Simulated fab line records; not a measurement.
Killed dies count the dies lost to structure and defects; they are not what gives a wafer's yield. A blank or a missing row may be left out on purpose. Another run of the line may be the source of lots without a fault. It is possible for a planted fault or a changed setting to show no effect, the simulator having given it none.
Which of the tools did it? :: flow n5 finfet :: Sampling: 12 lots, 36 wafers, 3 of 1938 route steps

== WHAT EACH GAUGE READ, for each wafer ==
N5_HKMG_FIN_INSPECT_28: inspects for defects (darkfield).
lot: L075
measured: day 4 17:17
on: defect inspect-02
raw defect count: 43 60 39

lot: L077
measured: day 5 02:28
on: defect inspect-01
raw defect count: 40 38 21

lot: L079
measured: day 5 15:49
on: defect inspect-01
raw defect count: 19 45 70

lot: L081
measured: day 6 03:27
on: defect inspect-02
raw defect count: 28 25 42

lot: L083
measured: day 6 14:53
on: defect inspect-01
raw defect count: 47 105 54

lot: L085
measured: day 7 02:02
on: defect inspect-01
raw defect count: 107 33 47

lot: L087
measured: day 7 14:40
on: defect inspect-02
raw defect count: 30 38 43

lot: L089
measured: day 8 05:10
on: defect inspect-01
raw defect count: 28 22 21

lot: L091
measured: day 9 10:36
on: defect inspect-02
raw defect count: 42 37 21

lot: L093
measured: day 9 12:16
on: defect inspect-02
raw defect count: 40 55 37

lot: L095
measured: day 11 07:46
on: defect inspect-01
raw defect count: 47 30 28

lot: L097
measured: day 11 10:19
on: defect inspect-01
raw defect count: 12 32 23

== TOOL THAT RAN EACH LOT (tool first, then ch and the chambers of the sampled wafers, then the start) ==
lot: L075
N5_HKMG_FIN_ALD_79: ald metal-01 ch 0,2,3, day 4 10:45
N5_HKMG_FIN_STRIP_19: plasma asher-02 ch 0,1, day 4 13:24

lot: L077
N5_HKMG_FIN_ALD_79: ald metal-01 ch 2,3, day 4 19:47
N5_HKMG_FIN_STRIP_19: plasma asher-02 ch 0,1, day 4 22:31

lot: L079
N5_HKMG_FIN_ALD_79: ald metal-04 ch 2,3, day 5 09:28
N5_HKMG_FIN_STRIP_19: plasma asher-01 ch 0,1, day 5 12:08

lot: L081
N5_HKMG_FIN_ALD_79: ald metal-01 ch 1,2,3, day 5 20:46
N5_HKMG_FIN_STRIP_19: plasma asher-01 ch 0,1, day 5 23:36

lot: L083
N5_HKMG_FIN_ALD_79: ald metal-04 ch 1,3, day 6 08:16
N5_HKMG_FIN_STRIP_19: plasma asher-02 ch 0,1, day 6 10:52

lot: L085
N5_HKMG_FIN_ALD_79: ald metal-02 ch 0,3, day 6 19:18
N5_HKMG_FIN_STRIP_19: plasma asher-02 ch 0,1, day 6 21:58

lot: L087
N5_HKMG_FIN_ALD_79: ald metal-01 ch 0,2, day 7 08:05
N5_HKMG_FIN_STRIP_19: plasma asher-02 ch 0,1, day 7 10:45

lot: L089
N5_HKMG_FIN_ALD_79: ald metal-04 ch 0,3, day 7 22:08
N5_HKMG_FIN_STRIP_19: plasma asher-01 ch 0, day 8 01:10

lot: L091
N5_HKMG_FIN_ALD_79: ald metal-02 ch 1,3, day 9 04:20
N5_HKMG_FIN_STRIP_19: plasma asher-01 ch 0,1, day 9 06:49

lot: L093
N5_HKMG_FIN_ALD_79: ald metal-01 ch 0,3, day 9 05:45
N5_HKMG_FIN_STRIP_19: plasma asher-02 ch 0,1, day 9 08:29

lot: L095
N5_HKMG_FIN_ALD_79: ald metal-01 ch 0,1,2, day 11 00:18
N5_HKMG_FIN_STRIP_19: plasma asher-02 ch 0,1, day 11 03:29

lot: L097
N5_HKMG_FIN_ALD_79: ald metal-04 ch 0,1,3, day 11 03:15
N5_HKMG_FIN_STRIP_19: plasma asher-01 ch 0,1, day 11 06:38
- N5_HKMG_FIN_ALD_79: deposits TiN, target thk 1.5 nm, pulse time 1 s, purge time 3 s.
- N5_HKMG_FIN_STRIP_19: strips in N2/H2, time 360 s.

== THE ANSWER, worked out from the rows above alone ==
Rule: the usual values come from the lots themselves. The widest of any qualifying gaps counts: lots, ordered by their means at a reading, are off when they make up no more than a third of the lots, leave a main group of 4 or more, and stand apart from it by 3 or more times the standard deviation of that group's means. Not used: any main group whose means are identical at the precision the tables above print for the reading. A lot without any number at a reading at which 4 lots or more have one is off too. Where the step has rows for the other lots, those lots are counted as sound.
Across all readings shown, no lot is off: no conclusion can be drawn from this.

== WHAT THE SIMULATOR HAD PUT IN ==
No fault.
